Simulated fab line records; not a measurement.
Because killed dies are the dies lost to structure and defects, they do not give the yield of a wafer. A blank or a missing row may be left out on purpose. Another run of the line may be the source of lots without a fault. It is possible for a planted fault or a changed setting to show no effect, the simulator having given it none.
Chamber matching + flow n5_finfet + 4 sister chambers for N5_BEOL_M0_SAQP_SPACER1_ALD_98 on ald_sin-02
The step deposits SiO2, target thk 12.8 nm, pulse time 1 s, purge time 2 s. 24 wafers are shown with their chamber, then 12 later ones without.

## WAFERS PAIRED WITH THEIR CHAMBERS
| wafer  | chamber | heater_power_w (W) | precursor_pulse_height_rel |
|--------|---------|--------------------|----------------------------|
| L074.1 | 3       | 572                | 0.965                      |
| L074.4 | 2       | 468                | 0.991                      |
| L074.5 | 3       | 563                | 1.019                      |
| L077.2 | 0       | 460                | 0.974                      |
| L077.3 | 1       | 433                | 1.001                      |
| L077.5 | 3       | 547                | 1.006                      |
| L079.1 | 3       | 577                | 0.996                      |
| L079.2 | 0       | 467                | 0.982                      |
| L079.5 | 3       | 552                | 1.005                      |
| L081.3 | 2       | 468                | 1.005                      |
| L081.4 | 3       | 569                | 1.013                      |
| L081.6 | 1       | 439                | 0.990                      |
| L085.2 | 2       | 485                | 1.011                      |
| L085.3 | 0       | 456                | 1.020                      |
| L085.4 | 3       | 564                | 0.987                      |
| L086.1 | 1       | 440                | 0.996                      |
| L086.5 | 2       | 477                | 1.003                      |
| L086.6 | 3       | 570                | 0.992                      |
| L087.2 | 2       | 484                | 1.012                      |
| L087.4 | 3       | 558                | 1.012                      |
| L087.6 | 1       | 433                | 0.990                      |
| L088.1 | 0       | 459                | 0.980                      |
| L088.3 | 3       | 549                | 1.000                      |
| L088.5 | 3       | 558                | 0.982                      |

SIGNATURES (averages over the wafers above)
| reading                    | chamber 0 | chamber 1 | chamber 2 | chamber 3 | scatter within a chamber |
|----------------------------|-----------|-----------|-----------|-----------|--------------------------|
| heater_power_w             | 460.50    | 436.25    | 476.40    | 561.73    | 8.21                     |
| precursor_pulse_height_rel | 0.98900   | 0.99425   | 1.00440   | 0.99791   | 0.0144                   |
Rule: distance of a wafer from a chamber = root of the sum over the readings of ((wafer's reading minus chamber's mean) / reading's scatter) squared. If the next closest chamber is less than 2 further off than the closest, the wafer can't be placed; otherwise it belongs to the closest. The scatter: the root of (the sum of the squares of (reading less its chamber's mean) over the shown wafers, divided by (wafers less chambers)).

## WAFERS WITHOUT THEIR CHAMBER
| wafer  | heater_power_w (W) | precursor_pulse_height_rel |
|--------|--------------------|----------------------------|
| L089.1 | 442                | 0.982                      |
| L089.2 | 470                | 0.978                      |
| L089.3 | 470                | 0.985                      |
| L092.2 | 555                | 1.012                      |
| L092.4 | 466                | 1.018                      |
| L092.6 | 434                | 0.975                      |
| L095.1 | 429                | 1.020                      |
| L095.3 | 571                | 1.006                      |
| L095.5 | 430                | 0.977                      |
| L097.2 | 463                | 1.030                      |
| L097.3 | 567                | 1.035                      |
| L097.5 | 433                | 1.022                      |

## WHICH CHAMBER EACH ONE RAN IN
| wafer  | from the rows above          | in truth |
|--------|------------------------------|----------|
| L089.1 | can't be placed: 1 or 0      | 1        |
| L089.2 | can't be placed: 0 or 2      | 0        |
| L089.3 | can't be placed: 0 or 2      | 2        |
| L092.2 | 3                            | 3        |
| L092.4 | can't be placed: 2 or 0      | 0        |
| L092.6 | 1                            | 1        |
| L095.1 | 1                            | 1        |
| L095.3 | 3                            | 3        |
| L095.5 | 1                            | 1        |
| L097.2 | can't be placed: 2 or 0 or 1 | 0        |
| L097.3 | 3                            | 3        |
| L097.5 | 1                            | 1        |
Correct placement for 7 of the 12. From these rows, 5 cannot be placed; in 5 the true chamber is one of the candidates. Placed wrongly: 0.
